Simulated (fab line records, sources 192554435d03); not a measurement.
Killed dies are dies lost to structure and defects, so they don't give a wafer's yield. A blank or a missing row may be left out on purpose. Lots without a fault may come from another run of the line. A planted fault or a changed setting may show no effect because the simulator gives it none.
Chamber matching | flow n5_finfet | N5_BEOL_M3_ETCH_69 on rie_diel-04: 4 sister chambers
The step etches SiARC in CF4, target depth 15.6 nm, time 26 s. 8 wafers are shown with their chamber, then 10 later ones without.

WAFERS WITH THEIR CHAMBER
wafer  | chamber | drypump_motor_current_A (A) | showerhead_plenum_p_Torr (Torr)
L077.2 | 3       | 6.1                         | 2.07
L080.1 | 2       | 6.3                         | 2.12
L080.6 | 1       | 5.0                         | 2.05
L081.2 | 3       | 6.0                         | 2.07
L081.3 | 0       | 5.1                         | 2.03
L081.5 | 1       | 5.0                         | 2.05
L090.3 | 0       | 5.1                         | 2.03
L090.5 | 2       | 6.3                         | 2.11

WAFERS WITHOUT THEIR CHAMBER
wafer  | drypump_motor_current_A (A) | showerhead_plenum_p_Torr (Torr)
L090.6 | 6.1                         | 2.06
L094.1 | 5.0                         | 2.05
L094.2 | 6.1                         | 2.06
L094.6 | 6.1                         | 2.06
L095.1 | 6.3                         | 2.11
L095.5 | 5.0                         | 2.04
L095.6 | 5.1                         | 2.02
L097.1 | 6.3                         | 2.11
L097.3 | 5.1                         | 2.02
L097.5 | 6.3                         | 2.11

WHICH CHAMBER EACH WENT THROUGH
wafer  | from the rows above     | in truth
L090.6 | 3                       | 3
L094.1 | 1                       | 1
L094.2 | 3                       | 3
L094.6 | 3                       | 3
L095.1 | 2                       | 2
L095.5 | can't be placed: 1 or 0 | 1
L095.6 | 0                       | 0
L097.1 | 2                       | 2
L097.3 | 0                       | 0
L097.5 | 2                       | 2
Placed correctly: 9 of 10. Can't be placed from these rows: 1 (the true chamber is among the candidates in 1). Placed wrongly: 0.
How it was worked out, from the rows above alone: a wafer's distance from a chamber is the root of the sum, over the readings, of the square of ((its reading less the chamber's mean) divided by the reading's scatter). The wafer belongs to the nearest chamber; if the next one is less than 2 further off, it can't be placed. A chamber's mean is the mean of its shown wafers. The scatter: the root of (the sum of the squares of (reading less its chamber's mean) over the shown wafers, divided by (wafers less chambers)).
